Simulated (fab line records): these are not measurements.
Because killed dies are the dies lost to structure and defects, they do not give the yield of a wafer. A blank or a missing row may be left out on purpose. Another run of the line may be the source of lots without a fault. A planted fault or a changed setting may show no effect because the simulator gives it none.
Matching of chambers | flow n5_finfet | 4 sister chambers for N5_BEOL_M8_CMP_52 on cmp-04
The step polishes, stops on SiCOH lowk, t overpolish 6.9 s, target thk 80 nm. 8 wafers are shown with their chamber, then 7 later ones without.

## EACH WAFER AND ITS CHAMBER
wafer  | chamber | motor_current_A (A) | time_to_endpoint_s (s)
L920.2 | 0       | 6.1                 | 61.4
L923.2 | 3       | 6.1                 | 65.3
L923.6 | 1       | 6.0                 | 61.9
L929.5 | 3       | 6.0                 | 61.0
L931.5 | 2       | 5.9                 | 58.4
L932.5 | 0       | 6.1                 | 58.3
L935.1 | 2       | 6.0                 | 56.8
L935.2 | 1       | 5.5                 | 56.4

## WAFERS WHOSE CHAMBER IS MISSING
wafer  | motor_current_A (A) | time_to_endpoint_s (s)
L935.4 | 6.6                 | 57.2
L936.3 | 6.3                 | 61.6
L936.4 | 6.1                 | 63.3
L936.6 | 5.7                 | 66.1
L941.1 | 5.4                 | 61.9
L941.3 | 6.2                 | 59.5
L941.4 | 6.0                 | 62.0

## WHICH CHAMBER EACH WENT THROUGH
wafer  | from the rows above               | in truth
L935.4 | can't be placed: 0 or 2 or 3 or 1 | 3
L936.3 | can't be placed: 0 or 3 or 2 or 1 | 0
L936.4 | can't be placed: 3 or 0 or 2      | 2
L936.6 | can't be placed: 3 or 1 or 0 or 2 | 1
L941.1 | can't be placed: 1 or 2 or 3 or 0 | 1
L941.3 | can't be placed: 0 or 2 or 3 or 1 | 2
L941.4 | can't be placed: 3 or 0 or 2 or 1 | 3
Correct placement for 0 of the 7. These rows do not allow placing 7 (true chamber among the candidates in 7). Wrongly placed: 0.
How it was worked out, from the rows above alone: a wafer's distance from a chamber is the root of the sum, over the readings, of the square of ((its reading less the chamber's mean) divided by the reading's scatter). The wafer belongs to the nearest chamber; if the next one is less than 2 further off, it can't be placed. For every chamber, the mean is computed from those of its wafers that are shown. The scatter is the square root of a quotient: the sum, over the shown wafers, of each reading's squared deviation from its chamber's mean, divided by wafers minus chambers.
